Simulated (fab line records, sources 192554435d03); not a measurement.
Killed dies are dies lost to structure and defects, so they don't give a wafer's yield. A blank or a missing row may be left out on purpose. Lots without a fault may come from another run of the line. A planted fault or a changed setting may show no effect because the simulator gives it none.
Chamber matching | flow n5_finfet | N5_BEOL_M11_ETCH_66 on rie_diel-06: 4 sister chambers
The step etches SOC in N2/H2, target depth 120 nm, overetch 24 nm, time 180 s. 24 wafers are shown with their chamber, then 12 later ones without.

WAFERS WITH THEIR CHAMBER
wafer  | chamber | showerhead_plenum_p_Torr (Torr) | drypump_motor_current_A (A) | rf_vpp_V (V)
L075.1 | 1       | 2.36                            | 5.5                         | 518
L075.3 | 3       | 2.49                            | 6.2                         | 522
L075.5 | 2       | 2.70                            | 4.8                         | 529
L074.1 | 2       | 2.71                            | 4.8                         | 528
L074.2 | 0       | 2.61                            | 5.6                         | 526
L074.3 | 3       | 2.49                            | 6.2                         | 523
L074.4 | 1       | 2.36                            | 5.6                         | 516
L074.5 | 3       | 2.49                            | 6.2                         | 523
L074.6 | 0       | 2.62                            | 5.6                         | 527
L076.2 | 1       | 2.36                            | 5.5                         | 518
L076.3 | 0       | 2.61                            | 5.6                         | 526
L076.5 | 1       | 2.36                            | 5.6                         | 517
L077.3 | 2       | 2.70                            | 4.8                         | 529
L077.5 | 1       | 2.36                            | 5.6                         | 519
L077.6 | 2       | 2.70                            | 4.8                         | 528
L080.1 | 0       | 2.61                            | 5.7                         | 525
L080.3 | 1       | 2.36                            | 5.5                         | 517
L080.5 | 0       | 2.61                            | 5.6                         | 526
L082.2 | 1       | 2.36                            | 5.5                         | 518
L082.3 | 2       | 2.70                            | 4.8                         | 529
L082.5 | 0       | 2.61                            | 5.6                         | 526
L085.2 | 2       | 2.69                            | 4.8                         | 528
L085.3 | 3       | 2.48                            | 6.2                         | 522
L085.5 | 3       | 2.48                            | 6.2                         | 524

SIGNATURES (means of the wafers above)
reading                  | chamber 0 | chamber 1 | chamber 2 | chamber 3 | scatter within a chamber
showerhead_plenum_p_Torr | 2.6117    | 2.3600    | 2.7000    | 2.4860    | 0.00449
drypump_motor_current_A  | 5.617     | 5.543     | 4.800     | 6.200     | 0.0357
rf_vpp_V                 | 526.00    | 517.57    | 528.50    | 522.80    | 0.775
Rule: a wafer's distance from a chamber is the root of the sum, over the readings, of the square of ((its reading less the chamber's mean) divided by the reading's scatter). The wafer belongs to the nearest chamber; if the next one is less than 2 further off, it can't be placed. The scatter: the root of (the sum of the squares of (reading less its chamber's mean) over the shown wafers, divided by (wafers less chambers)).

WAFERS WITHOUT THEIR CHAMBER
wafer  | showerhead_plenum_p_Torr (Torr) | drypump_motor_current_A (A) | rf_vpp_V (V)
L088.2 | 2.35                            | 5.5                         | 516
L088.5 | 2.35                            | 5.5                         | 518
L088.6 | 2.60                            | 5.6                         | 526
L087.1 | 2.48                            | 6.2                         | 522
L087.4 | 2.60                            | 5.6                         | 528
L087.5 | 2.48                            | 6.2                         | 523
L091.1 | 2.48                            | 6.2                         | 522
L091.3 | 2.60                            | 5.6                         | 526
L091.5 | 2.69                            | 4.8                         | 528
L092.1 | 2.60                            | 5.6                         | 525
L092.2 | 2.69                            | 4.8                         | 528
L092.6 | 2.35                            | 5.5                         | 518

WHICH CHAMBER EACH WENT THROUGH
wafer  | from the rows above | in truth
L088.2 | 1                   | 1
L088.5 | 1                   | 1
L088.6 | 0                   | 0
L087.1 | 3                   | 3
L087.4 | 0                   | 0
L087.5 | 3                   | 3
L091.1 | 3                   | 3
L091.3 | 0                   | 0
L091.5 | 2                   | 2
L092.1 | 0                   | 0
L092.2 | 2                   | 2
L092.6 | 1                   | 1
Placed correctly: 12 of 12. Can't be placed from these rows: 0. Placed wrongly: 0.
